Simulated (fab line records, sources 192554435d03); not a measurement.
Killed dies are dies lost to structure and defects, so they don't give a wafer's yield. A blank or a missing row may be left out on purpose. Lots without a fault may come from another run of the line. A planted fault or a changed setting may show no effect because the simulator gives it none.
fab line records | flow n5_finfet
record lots=4 wafers=12 last_day=17
route steps=1938 shown PMOS_HMC_CHANNEL_EPI@62 FIN_SAQP@90 BEOL_M4@1111 PASSIVATION@1936
lots that met no fault: from a run of the same line without faults
start_h: hours from the record's first day to the start of the lot's first wafer shown | wait_h: hours since the lot's step before | " the same as in the row above | L1.1+2: a row that stands for several wafers | - no value, or no start given | * or withheld: withheld | < > ~ a bound
route shown NAME@n: a module of which the file shows steps, and the number in the route of the first | usual: mean/standard deviation of fault-free wafers | same: alike in all rows | chamber/n: place in a boat | sites: the reading at each site | _std_site: their standard deviation | _edge_site: outer sites' mean less inner sites' | radius_mm: how far each site lies from the wafer's centre | mask NAME#n: copy n | behind: the tool/chamber that last shaped the wafer | hold: why the lot was held/for how many hours/how that ended | device: the transistor (n, p or np) that didn't switch | end of line: the same wafers' tests at the end of the route | a step without rows: its recipe alone | killed: dies lost to structure and defects at the first sort, not the wafer's yield | map: a wafer's dies, x killed, . not, _ none there
set.NAME: the setting as run; set.NAME@STEP: as run at that earlier step | model.NAME: the simulator's own value behind a step, which no gauge read
lots at some steps of the route; a table a step, a row a wafer
services: from which hour (start_h, from the record's first day; less than 0 if before it) a tool's chamber was out of use, for how many hours, and why
## steps
# step N5_PMOS_HMC_CHANNEL_EPI_EXPOSE_06
# recipe mask_id=PMOS_HMC_BLK na=1.35 source_shape=conventional sigma_outer=0.8 polarization=unpolarized target_cd_nm=240 dose_mj=41
# step N5_PMOS_HMC_CHANNEL_EPI_PEB_07
# recipe peb_temp_c=110 peb_time_s=60 resist=CAR-ArF-block
# step N5_PMOS_HMC_CHANNEL_EPI_DEVELOP_08
# recipe develop_time_s=30 developer=TMAH resist=CAR-ArF-block dev_temp_c=23 rinse_liquid=diw dry=air_spin
# step N5_PMOS_HMC_CHANNEL_EPI_DESCUM_14
# recipe chemistry=O2 time_s=7.9 source_power_w=50 bias_power_w=20 pressure_mtorr=20 rf_frequency_hz=2.712e+07 temp_c=40 resist=CAR-ArF-block o2_flow_sccm=225
# step N5_PMOS_HMC_CHANNEL_EPI_ETCH_32
# recipe chemistry=N2/H2 target=BARC stop_on=SiO2 target_depth_a=858 over_etch_frac=0.3 time_s=50.3 ion_energy_ev=200 mask_material=CAR-ArF-block pressure_mtorr=30 source_w=840 bias_w=150 n2_flow_sccm=200 h2_flow_sccm=200
# step N5_PMOS_HMC_CHANNEL_EPI_HM_OPEN_15
# recipe chemistry=CHF3/O2 target=SiO2 mask_material=CAR-ArF-block target_depth_a=406 CHF3_flow_sccm=50 O2_flow_sccm=5 Ar_flow_sccm=200 time_s=20.3 pressure_mtorr=30 source_w=650 bias_w=170 ion_energy_ev=200
# step N5_PMOS_HMC_CHANNEL_EPI_STRIP_33
# recipe chemistry=N2/H2 power_w=500 temp_c=40 pressure_mtorr=50 rf_frequency_hz=6e+07 overash_fraction=0.3 bias_power_w=8 h2_frac=0.5 n2_flow_sccm=300 h2_flow_sccm=300
# step N5_PMOS_HMC_CHANNEL_EPI_STRIP_17
# recipe chemistry=SPM time_s=750 temp_c=130 h2so4_h2o2_vol_ratio=4 dry=ipa_marangoni
# step N5_PMOS_HMC_CHANNEL_EPI_ETCH_38
# recipe chemistry=CF4 target=SiO2 target_depth_a=15 ion_energy_ev=350 pressure_mtorr=10 icp_w=800 bias_w=400 cf4_flow_sccm=80
# step N5_PMOS_HMC_CHANNEL_EPI_FIN_RECESS_16
# recipe chemistry=HBr/Cl2 target=Si mask_material=SiO2 target_depth_a=540 time_s=18 pressure_mtorr=10 icp_w=800 bias_w=75 HBr_flow_sccm=150 Cl2_flow_sccm=80
# usual drypump_motor_current_A=5.8/0.37 he_backside_leak_sccm=2.78/0.24 oes_product_au=0.991/0.019 throttle_valve_pct=35.5/0.34
# columns lot.wafer tool chamber start_h wait_h drypump_motor_current_A he_backside_leak_sccm oes_product_au rf_hours_counter_h throttle_valve_pct model.etch.depth_nm model.PMOS_HMC_CHANNEL_EPI.feature_depth_nm model.SiO2_of_PMOS_HMC_CHANNEL_EPI_HM_DEP_34.thk_nm
L551.1 rie_si-01 1 54.01 0.0 6.3 3.14 1.000 117 35.4 54.77 54.77 29.48
L551.2 " 2 " " 5.9 2.58 0.993 141 35.5 53.2 53.2 30.04
L551.6 " 2 " " 5.9 2.64 1.015 - 35.5 53.78 53.78 30.47
L553.1 rie_si-01 3 66.60 0.0 5.8 2.51 1.302 129 34.9 85.91 85.91 27.21
L553.3 " 2 " " 5.9 2.55 1.009 141 35.5 54.3 54.3 30.06
L553.4 " 1 " " 6.3 3.27 1.001 117 35.4 55.1 55.1 30.25
L555.2 rie_si-01 3 78.05 0.0 5.8 2.71 1.304 129 34.9 86.27 86.27 27.32
L555.4 " 2 " " 5.9 2.64 1.015 141 35.5 54.02 54.02 30.83
L555.6 " 1 " " 6.3 3.26 1.006 - 35.4 54.92 54.92 30.98
L562.1 rie_si-04 0 119.68 0.0 5.5 3.17 0.992 110 35.5 53.15 53.15 30.11
L562.3 " 2 " " 5.6 2.66 0.975 56 35.5 52.91 52.91 30.37
L562.5 " 0 " " 5.5 3.12 0.993 - 35.5 53.31 53.31 30.83
# step N5_PMOS_HMC_CHANNEL_EPI_PRECLEAN_36
# recipe chemistry=O3/DIW time_s=45 temp_c=22 o3_ppm=10
# step N5_PMOS_HMC_CHANNEL_EPI_PRECLEAN_18
# recipe chemistry=DHF time_s=30 temp_c=25 dilution=withheld
# columns lot.wafer tool chamber start_h wait_h model.SiO2_of_PMOS_HMC_CHANNEL_EPI_HM_DEP_34.thk_nm
L551.1 wet_bench-03 3 54.12 0.0 23.83
L551.2 " 7 " " 24.37
L551.6 " 6 " " 24.83
L553.1 wet_bench-05 0 66.71 0.0 21.68
L553.3 " 4 " " 24.48
L553.4 " 3 " " 24.63
L555.2 wet_bench-03 3 78.17 0.0 21.82
L555.4 " 4 " " 25.33
L555.6 " 0 " " 25.48
L562.1 wet_bench-03 5 119.79 0.0 24.5
L562.3 " 0 " " 24.78
L562.5 " 3 " " 25.25
# step N5_PMOS_HMC_CHANNEL_EPI_SRD_19
# recipe dry=ipa_marangoni do_ppb=5 time_s=30 temp_c=23 rinse_liquid=diw
# step N5_PMOS_HMC_CHANNEL_EPI_EPI_20
# recipe material=SiGe30 mask_material=SiO2 pressure_torr=20 target_thk_a=590 temp_c=600
# step N5_PMOS_HMC_CHANNEL_EPI_HM_STRIP_35
# recipe chemistry=dHF temp_c=25 material=SiO2 target=SiO2 target_depth_a=396 time_s=216
# step N5_PMOS_HMC_CHANNEL_EPI_SRD_39
# recipe dry=ipa_marangoni time_s=30 temp_c=23 rinse_liquid=diw
# step N5_PMOS_HMC_CHANNEL_EPI_CMP_21
# recipe material=SiGe30 post_cmp_clean=alkaline_brush target_thk_nm=54
# step N5_PMOS_HMC_CHANNEL_EPI_THK_MEAS_22
# recipe reads=SiGe30_of_PMOS_HMC_CHANNEL_EPI_EPI_20
# usual HMC_CMP_THK=53.7/0.96
# columns lot.wafer tool chamber start_h wait_h HMC_CMP_THK[nm]
L551.1 film_metro-02 - 55.81 - 54.8
L551.2 " - " " 53.2
L551.6 " - " " 53.6
L553.1 film_metro-02 - 68.80 - 57.8
L553.3 " - " " 54.4
L553.4 " - " " 55.3
L555.2 film_metro-01 - 80.26 - 59.1
L555.4 " - " " 54.0
L555.6 " - " " 55.0
L562.1 film_metro-01 - 122.41 - 53.3
L562.3 " - " " 52.9
L562.5 " - " " 53.6
# step N5_PMOS_HMC_CHANNEL_EPI_PRECLEAN_40
# recipe chemistry=DHF time_s=30 temp_c=25 dilution=withheld
# step N5_PMOS_HMC_CHANNEL_EPI_PRECLEAN_37
# recipe chemistry=O3/DIW time_s=45 temp_c=22 o3_ppm=10
# step N5_PMOS_HMC_CHANNEL_EPI_PRECLEAN_24
# recipe chemistry=DHF time_s=30 temp_c=25 dilution=withheld
# step N5_PMOS_HMC_CHANNEL_EPI_SRD_25
# recipe dry=ipa_marangoni do_ppb=5 time_s=30 temp_c=23 rinse_liquid=diw
# step N5_PMOS_HMC_CHANNEL_EPI_EPI_26
# recipe material=Si target_thk_a=38 temp_c=650 precursor=SiH4/H2 pressure_torr=20 time_s=22.7
# step N5_FIN_SAQP_PRECLEAN_42
# recipe chemistry=O3/DIW time_s=60 temp_c=22 o3_ppm=10
# step N5_FIN_SAQP_PRECLEAN_00
# recipe chemistry=SC1 time_s=60 temp_c=55 mix=1:2:50
# step N5_FIN_SAQP_PRECLEAN_44
# recipe chemistry=SC2 time_s=45 temp_c=35 mix=1:1:50
# step N5_FIN_SAQP_SRD_01
# recipe dry=ipa_marangoni time_s=30 temp_c=23 rinse_liquid=diw
# step N5_FIN_SAQP_ALD_61
# recipe material=SiO2 target_thk_a=40 temp_c=300 ald_precursor_family=BDEAS ald_co_reactant=O2-plasma pulse_time_s=1 purge_time_s=2 co_reactant_purge_time_s=2 ald_cycles=43 pressure_torr=2
# step N5_FIN_SAQP_DENSIFY_62
# recipe temp_c=700 time_s=60 ambient=N2 idle_temp_c=600 ramp_up_c_per_s=150 ramp_down_c_per_s=60 cool_to_c=600
# step N5_FIN_SAQP_HM_DEP_03
# recipe material=SiNx target_thk_a=380 temp_c=400 precursor=SiH4/NH3/N2 pressure_torr=1.5 rf_w=300 time_s=33.6
# step N5_FIN_SAQP_PECVD_47
# recipe material=a-Si target_thk_a=450 temp_c=400 precursor=SiH4/He pressure_torr=3 rf_w=100 time_s=36.3
# step N5_FIN_SAQP_PECVD_48
# recipe material=SiNx target_thk_a=250 temp_c=400 precursor=SiH4/NH3/N2 pressure_torr=1.5 rf_w=300 time_s=22.1
# step N5_FIN_SAQP_PECVD_06
# recipe material=a-Si target_thk_a=600 temp_c=400 precursor=SiH4/He pressure_torr=3 rf_w=100 time_s=48.1
# step N5_FIN_SAQP_HM_DEP_72
# recipe material=SiO2 target_thk_a=120 temp_c=400 precursor=SiH4/N2O pressure_torr=0.75 rf_w=275 time_s=7.2
# step N5_FIN_SAQP_COAT_49
# recipe resist=SOC temp_c=250 time_s=60 spin_rpm=1500 resist_thk_nm=100
# step N5_BEOL_M4_RC_MEAS_101
# usual CJ_P=5.83/0.2 DIBL_N=36.5/2 DIBL_P=36.5/2.3 EOT_P=10.53/0.091 IGATE_P=0.0035/0.00047 IOFF_N=0.16/0.036 IOFF_P=0.21/0.037 IOFF_P_85C=3.7/0.54 IOFF_P_LIN=0.099/0.013 IOFF_P_LONG=0.000106/7.6e-06 ION_N=672/12 ION_P=459/7.1 RC_DENSE_P=23.9/0.57 RC_P=19.5/0.45 REXT_P=100.6/1.8 RS_NWELL=1037/6.7 RS_SD_P=65.6/0.86 SS_N=71.6/0.73 SS_P=73.4/0.76 VT_N=250/3.3 VT_P=-250.5/2.9 VT_P_LONG=-275.7/2.7 VT_P_LVT=-99.0/2.9
# columns lot.wafer tool chamber start_h wait_h CJ_P DIBL_N[mV/V] DIBL_P[mV/V] EOT_P IGATE_P[nA/um] IOFF_N[nA/um] IOFF_P[nA/um] IOFF_P_85C[nA/um] IOFF_P_LIN[nA/um] IOFF_P_LONG[nA/um] ION_N[uA/um] ION_P[uA/um] RC_DENSE_P[ohm.um] RC_P[ohm.um] REXT_P[ohm.um] RS_NWELL[ohm/sq] RS_SD_P[ohm/sq] SS_N[mV/dec] SS_P[mV/dec] VT_N[mV] VT_P[mV] VT_P_LONG[mV] VT_P_LVT[mV]
L551.1 prober-02 0 201.65 0.0 5.60 36.4 34.9 10.49 0.0037 0.16 0.21 3.7 0.102 0.000112 673 462 23.8 19.2 101.2 1038 65.3 71.0 73.2 248 -249.7 -274.4 -97.5
L551.2 " 0 " " 5.87 36.3 34.2 10.43 0.0040 0.18 0.21 3.6 0.101 0.000117 690 467 24.1 19.8 101.9 1040 66.3 71.5 72.9 245 -250.3 -275.0 -98.4
L551.6 " 0 " " 5.69 38.9 37.4 10.46 0.0043 0.23 0.27 4.5 0.120 0.000113 687 466 24.1 19.6 103.8 1033 64.4 72.2 74.3 245 -246.5 -275.6 -96.1
L553.1 prober-01 0 226.88 0.0 - 35.7 - - - 0.14 - - - - 661 - - - - 1101 - 70.6 - 253 - - -
L553.3 " 0 " " 5.86 35.6 35.4 10.58 0.0032 0.13 0.17 3.1 0.083 9.5e-05 656 451 23.9 19.4 98.9 1043 65.9 70.5 73.1 253 -254.8 -277.7 -103.0
L553.4 " 0 " " 5.66 38.8 37.9 10.50 0.0035 0.21 0.23 3.9 0.100 9.3e-05 682 464 23.9 19.7 98.8 1036 65.7 72.0 74.3 246 -250.4 -280.6 -98.1
L555.2 prober-01 0 230.02 0.2 - 36.3 - - - 0.16 - - - - 665 - - - - 1088 - 71.8 - 253 - - -
L555.4 " 0 " " 5.86 34.7 35.6 10.33 0.0044 0.14 0.20 3.5 0.098 0.000112 671 463 25.2 20.4 102.1 1033 65.5 71.6 72.3 252 -250.4 -274.6 -100.1
L555.6 " 0 " " 5.53 37.3 37.0 10.35 0.0038 0.18 0.23 3.8 0.104 0.000104 652 449 23.8 19.6 102.3 1030 65.2 72.4 73.4 252 -250.0 -277.8 -99.3
L562.1 prober-01 0 280.17 0.0 5.88 36.2 34.6 10.51 0.0041 0.16 0.19 3.4 0.091 9.8e-05 672 456 24.3 20.0 104.2 1030 65.7 71.8 74.1 247 -253.7 -276.8 -100.3
L562.3 " 0 " " 5.88 34.5 32.5 10.57 0.0036 0.12 0.16 2.9 0.081 0.000101 665 454 24.3 19.9 103.7 1034 65.1 71.2 72.4 255 -256.7 -274.2 -101.4
L562.5 " 0 " " 5.69 35.0 33.4 10.50 0.0040 0.13 0.17 3.1 0.087 9.8e-05 671 459 23.7 19.4 103.2 1037 64.9 70.8 72.3 249 -251.9 -275.5 -100.5
# step N5_PASSIVATION_PROBE_49
# usual defect_limited_yield=91.4/1.4 killed_at_M0_to_M3=33/11 killed_at_M4_up=13/5.3 killed_at_contacts=13/6.1 killed_at_front_end=40/11 killed_at_other=2.9/2.7 killed_dies=102/17 killed_on_rim=14/4.2 killed_open=68/13 killed_short=32/7.5 sort_bin_4_leakage=0.00/0.022 sort_bin_5_function=5.1/0.98 sort_bin_6_memory=3.2/0.69 sort_n_pass=1077/21 sort_yield_pct=91.3/1.7
# same gross_dies=1180 killed_at_back_side=0 sort_bin_8_speed[%]=0
# columns lot.wafer tool chamber start_h wait_h defect_limited_yield[%] killed_at_M0_to_M3 killed_at_M4_up killed_at_contacts killed_at_front_end killed_at_other killed_dies killed_on_rim killed_open killed_short sort_bin_4_leakage[%] sort_bin_5_function[%] sort_bin_6_memory[%] sort_n_pass sort_yield_pct[%]
L551.1 prober-02 - 320.44 0.0 90.6 32 26 17 32 4 111 16 86 25 0 5.9 3.4 1069 90.6
L551.2 prober-02 - 320.49 0.1 91.6 44 15 18 21 1 99 18 61 37 0 5.6 2.4 1081 91.6
L551.6 prober-02 - 320.69 0.3 92.8 21 18 16 29 1 85 11 56 28 0 4.4 2.5 1095 92.8
L555.2 prober-01 - 343.61 0.1 92.5 26 17 25 21 0 89 13 66 21 92.46 4.4 3.1 0 0
L553.1 prober-02 - 350.59 0.0 91.0 33 15 15 41 2 106 19 73 32 91.02 5.4 3.4 0 0
L562.1 prober-01 - 399.58 0.0 89.2 62 24 10 31 1 128 15 86 42 0 6.4 4.0 1052 89.2
L562.3 prober-01 - 399.68 0.1 88.0 37 28 9 66 2 142 14 94 46 0 6.5 5.3 1038 88.0
L562.5 prober-01 - 399.78 0.2 92.8 27 10 16 26 6 85 13 56 27 0 4.7 2.2 1095 92.8
# killed by level:class
L551.1 BEOL_M4:geometric_particle:open=18 BEOL_M0_SAQP:geometric_particle:open=13 MOL_CONTACT_COAG:geometric_particle:open=12 STI_FIN_REVEAL:geometric_particle:open=9 BEOL_M1:geometric_particle:open=7 BEOL_M3:geometric_particle:open=6 MOL_CONTACT_COAG:geometric_particle:short=5 FIN_SAQP:geometric_particle:open=4
L551.2 MOL_CONTACT_COAG:geometric_particle:open=16 BEOL_M0_SAQP:geometric_particle:short=12 GATE_CUT:geometric_particle:short=8 BEOL_M0_SAQP:geometric_particle:open=8 BEOL_M4:geometric_particle:open=7 BEOL_M3:geometric_particle:open=5 BEOL_M2:geometric_particle:open=5 BEOL_M5:geometric_particle:open=5
L551.6 MOL_CONTACT_COAG:geometric_particle:open=15 BEOL_M4:geometric_particle:short=7 BEOL_M1:geometric_particle:open=6 BEOL_M4:geometric_particle:open=6 GATE_CUT:geometric_particle:short=5 BEOL_M5:geometric_particle:open=5 FIN_SAQP:geometric_particle:short=4 STI_FIN_REVEAL:geometric_particle:open=4
L555.2 MOL_CONTACT_COAG:geometric_particle:open=21 BEOL_M0_SAQP:geometric_particle:open=9 BEOL_M1:geometric_particle:open=7 BEOL_M0_SAQP:geometric_particle:short=5 FIN_SAQP:geometric_particle:open=4 MOL_CONTACT_COAG:geometric_particle:short=4 BEOL_M11:geometric_particle:open=4 DUMMY_GATE:geometric_particle:open=3
L553.1 STI_FIN_REVEAL:geometric_particle:open=13 BEOL_M1:geometric_particle:open=11 MOL_CONTACT_COAG:geometric_particle:open=10 BEOL_M4:geometric_particle:open=10 BEOL_M3:geometric_particle:open=8 FIN_SAQP:geometric_particle:short=6 FIN_SAQP:geometric_particle:open=5 GATE_CUT:geometric_particle:short=5
L562.1 BEOL_M0_SAQP:geometric_particle:short=15 BEOL_M0_SAQP:geometric_particle:open=15 MOL_CONTACT_COAG:geometric_particle:open=9 BEOL_M3:geometric_particle:open=9 BEOL_M4:geometric_particle:open=9 FIN_SAQP:geometric_particle:open=8 STI_FIN_REVEAL:geometric_particle:open=8 BEOL_M2:geometric_particle:open=7
L562.3 STI_FIN_REVEAL:geometric_particle:open=16 BEOL_M4:geometric_particle:open=14 FIN_SAQP:geometric_particle:short=13 FIN_SAQP:geometric_particle:open=12 BEOL_M0_SAQP:geometric_particle:open=10 GATE_CUT:geometric_particle:short=8 MOL_CONTACT_COAG:geometric_particle:open=8 BEOL_M0_SAQP:geometric_particle:short=7
L562.5 MOL_CONTACT_COAG:geometric_particle:open=11 BEOL_M0_SAQP:geometric_particle:open=8 BEOL_M4:geometric_particle:open=7 MOL_CONTACT_COAG:geometric_particle:short=5 STI_FIN_REVEAL:geometric_particle:open=4 STARTING-WAFER:geometric_particle:open=4 PASS1_CAP:geometric_particle:short=4 DUMMY_GATE:geometric_particle:open=3
# map L553.3 (x killed, . not)
_________________x..x...x....________________
______________.................._____________
___________....x......x..x.x.......__________
__________x.........x.........x....._________
________.........x.x....x......x....x._______
_______.............x.................x______
______x..x............x...........x.x..._____
_____x............x.x...x....x...........____
____....x...............xx........x......x___
___x....x..............x....x.x............__
___......x.x........x..x..x................__
__....x.........x..x..........x...xxx......x_
__..........x...x.xx.................x......_
_.......x.x...............x....x.x...........
_.................x..........................
_...............x...x.......................x
_...x............x..x.x...x...........x......
_....x.............x..x....x.........x.x.....
_...................x..x................xx...
_........x............x...x..................
_......x.x..............x....x.........x.....
__.......x........x........x.......x........_
__.....................x.x.x.x..x..........._
___..........x.........................x...__
___.x.x.................................x..__
____..xxx.............x....x......x....x..___
_____....................x.............x.____
______...x......x............x.......x.._____
_______.....................x.....x....______
________.....x..............x.x.....x._______
__________........x.........xx......_________
___________........................__________
______________.x................_____________
_________________............________________
# map L555.2 (x killed, . not)
_________________............________________
______________......x..x........_____________
___________......x..x.....x........__________
__________.....x...................._________
________...x.......x............x....._______
_______.......x........................______
______xx................................_____
_____...x....................x......x....____
____.....x...............x.........xx.....___
___........................................__
___...............x..............x..x......__
__...................................x......_
__..x...........................x.........x._
_...x....x.................................x.
_..x...x.............................x.......
_......x..x.x............x.....x.x......x..x.
_.x....x....x............x.x...........x.....
_.........x...x..........x................x..
_.....................................x......
_...x.....x..........x.......................
_.....x........................x.............
__................xx........x.........x....._
__.........................x................_
___......x....x...........................x__
___.x.................x...............x....__
____.......x.......................x......___
_____........x...x.......x...............____
______.................................._____
_______......x............x...x.....xxx______
________.............x...x..........xx_______
__________........x................._________
___________..x...x..x.............x__________
______________................x._____________
_________________..x.........________________
## services
# columns tool chamber start_h hours kind
rie_si-04 - 30.41 0.9 repair
rie_si-04 3 80.55 14.1 repair
## key
first_sign step=N5_PMOS_HMC_CHANNEL_EPI_FIN_RECESS_16 reading=oes_product_au direction=up sigmas=17 usual=0.991 struck=1.303
effect step=N5_PMOS_HMC_CHANNEL_EPI_THK_MEAS_22 reading=HMC_CMP_THK direction=up sigmas=5 usual=53.7 struck=58.4
effect step=N5_BEOL_M4_RC_MEAS_101 reading=RS_NWELL direction=up sigmas=8.6 usual=1037 struck=1095
effect step=N5_BEOL_M4_RC_MEAS_101 reading=CJ_P direction=missing
effect step=N5_BEOL_M4_RC_MEAS_101 reading=DIBL_P direction=missing
effect step=N5_BEOL_M4_RC_MEAS_101 reading=EOT_P direction=missing
effect step=N5_BEOL_M4_RC_MEAS_101 reading=IGATE_P direction=missing
effect step=N5_BEOL_M4_RC_MEAS_101 reading=IOFF_P direction=missing
effect step=N5_BEOL_M4_RC_MEAS_101 reading=IOFF_P_85C direction=missing
effect step=N5_BEOL_M4_RC_MEAS_101 reading=IOFF_P_LIN direction=missing
effect step=N5_BEOL_M4_RC_MEAS_101 reading=IOFF_P_LONG direction=missing
effect step=N5_BEOL_M4_RC_MEAS_101 reading=ION_P direction=missing
effect step=N5_BEOL_M4_RC_MEAS_101 reading=RC_DENSE_P direction=missing
effect step=N5_BEOL_M4_RC_MEAS_101 reading=RC_P direction=missing
effect step=N5_PASSIVATION_PROBE_49 reading=sort_bin_4_leakage direction=up sigmas=99+ usual=0.00 struck=91.74
model_effect step=N5_PMOS_HMC_CHANNEL_EPI_FIN_RECESS_16 value=etch.depth_nm without=54.15 struck=86.09
model_effect step=N5_PMOS_HMC_CHANNEL_EPI_PRECLEAN_18 value=SiO2_of_PMOS_HMC_CHANNEL_EPI_HM_DEP_34.thk_nm without=24.19 struck=21.75
met_at N5_PMOS_HMC_CHANNEL_EPI_FIN_RECESS_16
struck_wafers L553.1,L555.2
onset_between 54.01 66.60
fault kind=process_parameter_drift tool=rie_si-01 chamber=- onset_h=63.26 steps=N5_PMOS_HMC_CHANNEL_EPI_FIN_RECESS_16 channel=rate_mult offset=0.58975 shape=step end_h=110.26 scope=struck_wafers_only
